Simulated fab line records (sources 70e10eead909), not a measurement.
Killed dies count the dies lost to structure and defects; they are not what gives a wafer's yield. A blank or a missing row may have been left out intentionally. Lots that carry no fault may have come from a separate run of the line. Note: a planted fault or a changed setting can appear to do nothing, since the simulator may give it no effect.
fab line records	flow nand_harc
record: lots: 11	wafers: 33	last_day: 24
route steps=1159 shown P_STI@88 P_GATE@119 END@1159
lots untouched by any fault: they come from a run of this same line in which no faults occurred
start_h: the number of hours between the record's first day and the start of the first shown wafer of the lot	wait_h: hours from the lot's prior step to this one	" the same as in the row above	L1.1+2: a row that stands for several wafers	- no value, or no start given	* or withheld: withheld	< > ~ a bound
route shown NAME@n: names a module that has steps shown in the file, with the first one's number in the route	usual: the fault-free wafers' mean and standard deviation	same: alike in all rows	chamber/n: place in a boat	sites: each site's reading	_std_site: their standard deviation	_edge_site: mean of outer sites minus mean of inner sites	radius_mm: for every site, how far away it sits from the centre of the wafer	mask NAME#n: copy n	behind: the last tool/chamber to shape the wafer	hold: the reason the lot was held/the length of the hold in hours/how it ended	device: transistor that didn't switch, given as n, p or np	end of line: the same wafers' tests at the end of the route	a step given without rows: its recipe and nothing more	killed: count of dies lost to structure and defects at first sort (not the wafer's yield)	map: the dies of a wafer, with x for killed, . for not killed, _ for no die there
set.NAME: the run value of the setting; set.NAME@STEP: its run value at that earlier step	model.NAME: the simulator's own value behind a step, which no gauge read
one table for each step of the route and one row for each wafer, over a sample of lots
services: from which hour (start_h, from the record's first day; less than 0 if before it) a tool's chamber was out of use, for how many hours, and why
== steps ==
step: NHARC_P_STI_ETCH_42
recipe: target_depth_a: 800	overetch_a: 240	time_s: 61	ion_energy_ev: 200	n2_flow_sccm: 150	h2_flow_sccm: 150	ar_flow_sccm: 0	rf_w: 400	bias_w: 150	chemistry: N2/H2
usual: bias_w: 149.9/0.46	drypump_motor_current_A: 5.7/0.35	h2_flow_sccm: 150.0/0.47	oes_product_au: 0.999/0.0088	rf_vpp_V: 430.2/2.3	showerhead_plenum_p_Torr: 2.03/0.08	throttle_valve_pct: 14.172/0.0094
lot.wafer	tool	chamber	start_h	wait_h	bias_w	drypump_motor_current_A	h2_flow_sccm	oes_product_au	rf_hours_counter_h	rf_vpp_V	showerhead_plenum_p_Torr	throttle_valve_pct
L717.1	rie_diel-03	3	35.45	0.1	149.9	5.7	150.3	0.990	4	433.2	2.17	14.173
L717.4	"	0	"	"	149.6	5.6	149.9	0.991	4	432.7	2.08	14.180
L717.5	"	2	"	"	150.4	5.6	150.4	1.007	-	435.2	2.16	14.174
L721.2	rie_diel-04	0	57.52	0.1	150.6	6.3	150.2	0.994	3	431.0	2.04	14.190
L721.1	"	1	"	"	150.2	5.8	150.0	0.996	3	433.3	2.13	14.178
L721.6	"	0	"	"	150.5	6.3	150.5	1.007	-	430.8	2.04	14.163
L718.4	rie_diel-03	3	57.69	0.1	150.8	5.7	149.8	1.005	1	433.6	2.17	14.191
L718.2	"	0	"	"	148.7	5.6	150.1	0.984	1	431.7	2.08	14.185
L718.6	"	1	"	"	150.2	5.2	149.7	1.008	-	427.4	1.94	14.166
L730.4	rie_diel-03	1	112.93	0.1	149.7	5.2	150.2	0.997	2	426.5	1.94	14.160
L730.5	"	0	"	"	150.3	5.6	150.7	0.976	-	431.1	2.07	14.159
L730.6	"	1	"	"	150.2	5.2	149.7	0.989	-	427.2	1.94	14.159
L729.4	rie_diel-10	1	113.15	0.1	149.8	5.3	150.4	1.006	7	427.3	1.94	14.173
L729.2	"	2	"	"	150.0	5.8	149.4	1.008	6	428.8	2.00	14.178
L729.5	"	2	"	"	149.8	5.8	149.9	1.004	-	429.6	2.00	14.160
L732.1	rie_diel-10	0	126.84	0.1	150.1	5.9	150.2	0.999	9	431.1	2.09	14.177
L732.5	"	3	"	"	150.3	6.2	150.4	1.001	-	429.5	1.99	14.161
L732.6	"	0	"	"	149.7	5.9	149.9	0.994	-	431.5	2.09	14.173
L733.1	rie_diel-10	1	133.28	0.1	150.2	5.3	150.1	1.002	8	427.9	1.94	14.158
L733.3	"	2	"	"	150.0	5.9	149.8	1.012	8	428.6	2.00	14.146
L733.2	"	0	"	"	149.7	5.9	149.4	0.984	9	431.4	2.09	14.179
L735.4	rie_diel-10	1	146.02	0.1	149.6	5.4	149.9	1.004	9	426.9	1.94	14.174
L735.3	"	2	"	"	149.8	5.8	149.9	1.012	9	430.4	2.00	14.171
L735.1	"	3	"	"	149.9	6.2	150.1	1.006	10	428.9	1.99	14.167
L736.2	rie_diel-04	1	146.06	0.1	150.2	5.9	150.5	0.997	1	432.7	2.13	14.165
L736.4	"	2	"	"	149.1	5.1	149.7	0.993	0	427.4	1.91	14.178
L736.6	"	1	"	"	150.2	5.8	149.6	0.999	-	433.5	2.13	14.177
L738.2	rie_diel-04	2	162.36	0.1	149.5	5.2	150.1	1.003	1	425.7	1.91	14.150
L738.4	"	0	"	"	150.4	6.3	151.3	0.980	1	431.3	2.04	14.153
L738.6	"	1	"	"	149.6	5.8	150.8	0.998	-	433.5	2.13	14.173
L740.1	rie_diel-10	1	174.17	0.1	150.1	5.3	150.5	1.006	11	427.1	1.94	14.178
L740.2	"	2	"	"	149.3	5.9	150.2	1.009	11	429.3	2.00	14.158
L740.3	"	3	"	"	150.3	6.2	150.0	0.996	12	428.4	1.99	14.172
step: NHARC_P_STI_ETCH_31
recipe: target_depth_a: 1089	time_s: 54.5	cf4_flow_sccm: 100	chf3_flow_sccm: 30	ar_flow_sccm: 0	rf_w: 500	bias_w: 200	chemistry: CF4/CHF3
usual: bias_w: 199.9/0.58	drypump_motor_current_A: 5.7/0.35	oes_product_au: 0.960/0.02	rf_vpp_V: 370.5/2.2	showerhead_plenum_p_Torr: 1.57/0.057	throttle_valve_pct: 16.803/0.0085
lot.wafer	tool	chamber	start_h	wait_h	bias_w	drypump_motor_current_A	oes_product_au	rf_hours_counter_h	rf_vpp_V	showerhead_plenum_p_Torr	throttle_valve_pct
L717.4	rie_diel-03	1	-	-	200.9	5.2	0.954	4	368.6	1.50	16.803
L717.1	"	0	"	"	199.7	5.6	0.956	4	371.2	1.60	16.811
L717.5	"	2	"	"	200.3	5.7	0.991	-	373.5	1.66	16.809
L721.2	rie_diel-04	2	-	-	200.0	5.1	0.979	3	367.1	1.48	16.806
L721.1	"	0	"	"	199.7	6.3	0.975	3	370.5	1.58	16.802
L721.6	"	2	"	"	200.7	5.2	0.982	-	366.9	1.48	16.791
L718.2	rie_diel-03	2	-	-	199.5	5.7	0.942	1	375.0	1.66	16.811
L718.4	"	0	"	"	200.2	5.6	0.955	1	371.1	1.60	16.813
L718.6	"	3	"	"	200.1	5.7	0.962	-	374.7	1.67	16.802
L730.4	rie_diel-03	3	-	-	199.5	5.8	0.980	2	375.2	1.67	16.784
L730.5	"	2	"	"	200.0	5.7	0.976	-	373.4	1.66	16.804
L730.6	"	3	"	"	199.0	5.8	0.964	-	373.9	1.67	16.803
L729.2	rie_diel-10	2	-	-	200.3	5.8	0.993	7	370.1	1.55	16.804
L729.4	"	0	"	"	198.8	5.9	0.952	8	370.7	1.61	16.799
L729.5	"	3	"	"	199.4	6.2	0.976	-	367.7	1.54	16.794
L732.1	rie_diel-10	1	-	-	200.1	5.3	0.965	8	368.0	1.50	16.801
L732.5	"	2	"	"	200.2	5.9	0.986	-	369.8	1.55	16.793
L732.6	"	3	"	"	199.8	6.2	0.985	-	368.9	1.54	16.781
L733.3	rie_diel-10	3	-	-	199.6	6.2	0.936	9	369.8	1.54	16.777
L733.1	"	0	"	"	201.0	5.9	0.948	9	372.0	1.61	16.797
L733.2	"	2	"	"	199.7	5.8	0.942	8	367.6	1.55	16.803
L735.4	rie_diel-10	0	-	-	201.1	5.9	0.965	10	372.3	1.61	16.796
L735.1	"	1	"	"	200.4	5.3	0.966	9	368.5	1.50	16.796
L735.3	"	2	"	"	199.6	5.8	0.968	9	368.9	1.55	16.806
L736.4	rie_diel-04	2	-	-	200.1	5.1	0.926	0	366.6	1.48	16.796
L736.2	"	3	"	"	200.3	5.3	0.922	0	370.8	1.58	16.797
L736.6	"	3	"	"	200.0	5.2	0.927	-	371.7	1.58	16.802
L738.4	rie_diel-04	0	-	-	199.7	6.3	0.951	1	371.2	1.57	16.792
L738.2	"	1	"	"	200.1	5.8	0.987	1	374.1	1.63	16.815
L738.6	"	2	"	"	198.8	5.1	0.970	-	366.4	1.48	16.800
L740.1	rie_diel-10	0	-	-	200.4	5.9	0.981	12	372.0	1.61	16.808
L740.2	"	1	"	"	200.0	5.3	0.984	11	368.8	1.50	16.797
L740.3	"	2	"	"	199.7	5.8	0.987	11	369.5	1.55	16.798
step: NHARC_P_GATE_EXPOSE_08
recipe: na: 0.6	dose_mj: 16.75	mask_id: P_HV
usual: stage_vel_mm_s: 499.95/0.27
lot.wafer	tool	chamber	start_h	wait_h	mask	stage_vel_mm_s
L717.1	krf_scanner-04	0	71.35	-	P_HV#0	500.06
L717.4	"	0	"	"	P_HV#0	499.82
L717.5	"	0	"	"	P_HV#0	500.07
L718.2	krf_scanner-04	0	100.23	-	P_PSD#0	499.80
L718.4	"	0	"	"	P_PSD#0	499.81
L718.6	"	0	"	"	P_PSD#0	499.52
L721.1	krf_scanner-04	0	100.26	-	P_HV#0	499.93
L721.2	"	0	"	"	P_HV#0	500.13
L721.6	"	0	"	"	P_HV#0	499.74
L730.4	krf_scanner-01	0	151.13	-	P_HV#0	500.41
L730.5	"	0	"	"	P_HV#0	500.07
L730.6	"	0	"	"	P_HV#0	500.05
L729.2	krf_scanner-04	0	151.44	-	P_HV#0	499.60
L729.4	"	0	"	"	P_HV#0	499.44
L729.5	"	0	"	"	P_HV#0	499.60
L732.1	krf_scanner-01	0	159.50	-	P_HV#0	500.48
L732.5	"	0	"	"	P_HV#0	500.31
L732.6	"	0	"	"	P_HV#0	500.29
L733.1	krf_scanner-04	0	170.98	-	P_HV#0	500.00
L733.2	"	0	"	"	P_HV#0	499.96
L733.3	"	0	"	"	P_HV#0	500.00
L735.1	krf_scanner-03	0	184.33	-	P_HV#0	499.89
L735.3	"	0	"	"	P_HV#0	499.96
L735.4	"	0	"	"	P_HV#0	499.90
L736.2	krf_scanner-04	0	184.50	-	P_HV#0	500.48
L736.4	"	0	"	"	P_HV#0	500.42
L736.6	"	0	"	"	P_HV#0	499.95
L738.2	krf_scanner-03	0	198.77	-	P_HV#0	500.00
L738.4	"	0	"	"	P_HV#0	500.54
L738.6	"	0	"	"	P_HV#0	499.85
L740.1	krf_scanner-01	0	212.30	-	P_HV#0	500.09
L740.2	"	0	"	"	P_HV#0	499.90
L740.3	"	0	"	"	P_HV#0	499.83
step: NHARC_P_GATE_CD_MEAS_11
recipe: target_cd_nm: 1640	landing_energy_ev: 500
usual: cd_nm: 1640.4/1.7
lot.wafer	tool	chamber	start_h	wait_h	cd_nm
L717.1	cd_sem-01	0	71.50	-	1640.6
L717.4	"	0	"	"	1641.4
L717.5	"	0	"	"	1640.1
L718.2	cd_sem-03	0	100.39	-	-
L718.4	"	0	"	"	-
L718.6	"	0	"	"	-
L721.1	cd_sem-03	0	100.42	-	1640.5
L721.2	"	0	"	"	1642.7
L721.6	"	0	"	"	1642.0
L730.4	cd_sem-03	0	151.28	-	1640.9
L730.5	"	0	"	"	1640.9
L730.6	"	0	"	"	1641.3
L729.2	cd_sem-01	0	151.60	-	1639.9
L729.4	"	0	"	"	1637.1
L729.5	"	0	"	"	1640.8
L732.1	cd_sem-02	0	159.66	-	1637.4
L732.5	"	0	"	"	1641.2
L732.6	"	0	"	"	1639.4
L733.1	cd_sem-02	0	171.13	-	1643.3
L733.2	"	0	"	"	1641.5
L733.3	"	0	"	"	1642.3
L735.1	cd_sem-02	0	184.49	-	1639.0
L735.3	"	0	"	"	1641.3
L735.4	"	0	"	"	1641.1
L736.2	cd_sem-01	0	184.65	-	1639.0
L736.4	"	0	"	"	1639.3
L736.6	"	0	"	"	1636.2
L738.2	cd_sem-03	0	198.92	-	1639.8
L738.4	"	0	"	"	1640.7
L738.6	"	0	"	"	1638.4
L740.1	cd_sem-03	0	212.46	-	1641.9
L740.2	"	0	"	"	1641.5
L740.3	"	0	"	"	1642.1
step: NHARC_P_GATE_HM_DEP_102
recipe: target_thk_a: 1200	temp_c: 400	material: aC
usual: throttle_valve_pct: 34.999/0.0093
lot.wafer	tool	chamber	start_h	wait_h	throttle_valve_pct
L717.1	acl_dep-01	0	84.69	1.2	34.988
L717.4	"	0	"	"	35.003
L717.5	"	0	"	"	34.999
L721.1	acl_dep-02	0	112.68	0.4	34.978
L721.2	"	0	"	"	35.013
L721.6	"	0	"	"	35.001
L718.2	acl_dep-03	0	112.80	0.5	34.992
L718.4	"	0	"	"	34.983
L718.6	"	0	"	"	34.997
L730.4	acl_dep-01	0	164.10	0.8	34.998
L730.5	"	0	"	"	34.980
L730.6	"	0	"	"	34.996
L729.2	acl_dep-01	0	164.52	1.3	34.995
L729.4	"	0	"	"	34.993
L729.5	"	0	"	"	35.004
L732.1	acl_dep-01	0	173.28	1.8	35.009
L732.5	"	0	"	"	35.009
L732.6	"	0	"	"	35.007
L733.1	acl_dep-02	0	185.12	0.8	34.989
L733.2	"	0	"	"	34.992
L733.3	"	0	"	"	34.994
L736.2	acl_dep-03	0	198.91	2.4	34.994
L736.4	"	0	"	"	34.999
L736.6	"	0	"	"	34.993
L735.1	acl_dep-03	0	199.45	3.0	35.003
L735.3	"	0	"	"	34.981
L735.4	"	0	"	"	35.012
L738.2	acl_dep-01	0	213.18	2.0	34.997
L738.4	"	0	"	"	34.993
L738.6	"	0	"	"	35.003
L740.1	acl_dep-02	0	231.25	2.6	34.998
L740.2	"	0	"	"	34.997
L740.3	"	0	"	"	34.993
step: NHARC_END_SORT_01
recipe: temp_c: 25
usual: killed_at_array: 29/9.4	killed_at_other: 0.7/1.3	killed_at_periphery: 2.9/2.1	killed_dies: 32/9	killed_open: 3.3/1.8	killed_short: 1.9/1.4
same: gross_dies: 677
lot.wafer	tool	chamber	start_h	wait_h	killed_at_array	killed_at_other	killed_at_periphery	killed_dies	killed_open	killed_short
L718.2	prober-01	0	480.20	2.8	24	0	653	677	0	1
L718.4	prober-01	0	481.80	3.4	24	0	653	677	4	3
L718.6	prober-01	0	483.41	4.0	26	0	651	677	5	0
killed by level:class
L718.2 P_GATE:area_expose=649 A_SLIT:chamber_film_flake=15 A_CONTACT:chamber_film_flake=4 P_GATE:chamber_film_flake=3 A_CHANNEL_HOLE_D1:chamber_film_flake=2 A_STAIRCASE:chamber_film_flake=2 A_ONON_D1:geometric_particle:short=1 P_ZERO_WELL:chamber_film_flake=1
L718.4 P_GATE:area_expose=649 A_SLIT:chamber_film_flake=8 A_CHANNEL_HOLE_D1:chamber_film_flake=4 A_CONTACT:chamber_film_flake=4 A_STAIRCASE:chamber_film_flake=2 P_CONTACT:geometric_particle:open=1 P_M0:geometric_particle:short=1 P_M2:geometric_particle:open=1
L718.6 P_GATE:area_expose=647 A_SLIT:chamber_film_flake=10 A_STAIRCASE:chamber_film_flake=4 A_CONTACT:chamber_film_flake=3 A_CHANNEL_HOLE_D1:chamber_film_flake=2 A_CHANNEL_FILL_D1:chamber_film_flake=2 A_SGD_CUT:chamber_film_flake=2 P_CONTACT:geometric_particle:open=1
== services ==
tool	chamber	start_h	hours	kind
krf_scanner-04	-	15.83	0.3	repair
krf_scanner-01	-	34.45	0.3	repair
rie_diel-03	-	38.30	9.0	pm
acl_dep-03	-	44.66	13.0	pm
krf_scanner-04	-	53.65	0.9	repair
rie_diel-03	1	64.86	3.9	repair
rie_diel-10	2	64.92	11.2	repair
rie_diel-04	0	66.67	17.4	repair
rie_diel-04	1	76.61	5.8	repair
krf_scanner-04	-	111.07	21.8	repair
rie_diel-04	-	111.90	9.0	pm
acl_dep-01	-	112.45	13.0	pm
rie_diel-03	-	118.65	0.5	repair
krf_scanner-04	-	141.17	3.5	repair
rie_diel-03	2	154.61	3.8	repair
krf_scanner-04	-	158.82	0.6	repair
krf_scanner-04	-	159.90	5.9	repair
rie_diel-03	3	161.90	2.7	repair
rie_diel-04	3	167.13	1.8	repair
rie_diel-10	-	176.50	9.0	pm
krf_scanner-04	-	180.42	1.0	repair
rie_diel-04	3	182.45	3.8	repair
rie_diel-04	1	197.18	5.8	repair
rie_diel-03	-	215.30	9.0	pm
== key ==
first_sign: step: NHARC_P_GATE_EXPOSE_08	reading: mask	direction: changed
effect: step: NHARC_P_GATE_CD_MEAS_11	reading: cd_nm	direction: missing
effect: step: NHARC_END_SORT_01	reading: killed_at_periphery	direction: up	sigmas: 99+	usual: 2.9	struck: 652.3
more_kills_born_at: NHARC_P_GATE_EXPOSE_08@krf_scanner-04: 1945
met_at NHARC_P_GATE_EXPOSE_08
struck_lots L718
later_rows_left_out L718.2,L718.4,L718.6
tester_left_out L718
not_acting_at NHARC_P_STI_ETCH_42,NHARC_P_STI_ETCH_31,NHARC_P_GATE_HM_DEP_102
onset_between 71.35 100.23
fault: kind: wrong_mask	tool: any	chamber: -	onset_h: 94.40	steps: NHARC_P_GATE_EXPOSE_08	aux_copy: P_PSD#0	scope: struck_lots_only
tester_left_out: of these lots the tester's yield and bins aren't shown, on N5 and GAA mostly nor the transistor test; their killed dies are dies lost to structure and defects alone, not to doping, threshold or leakage, so they don't give the yield
later_rows_left_out: the simulator's readings of these wafers behind a module that went badly wrong aren't trusted and aren't shown, but for the sort
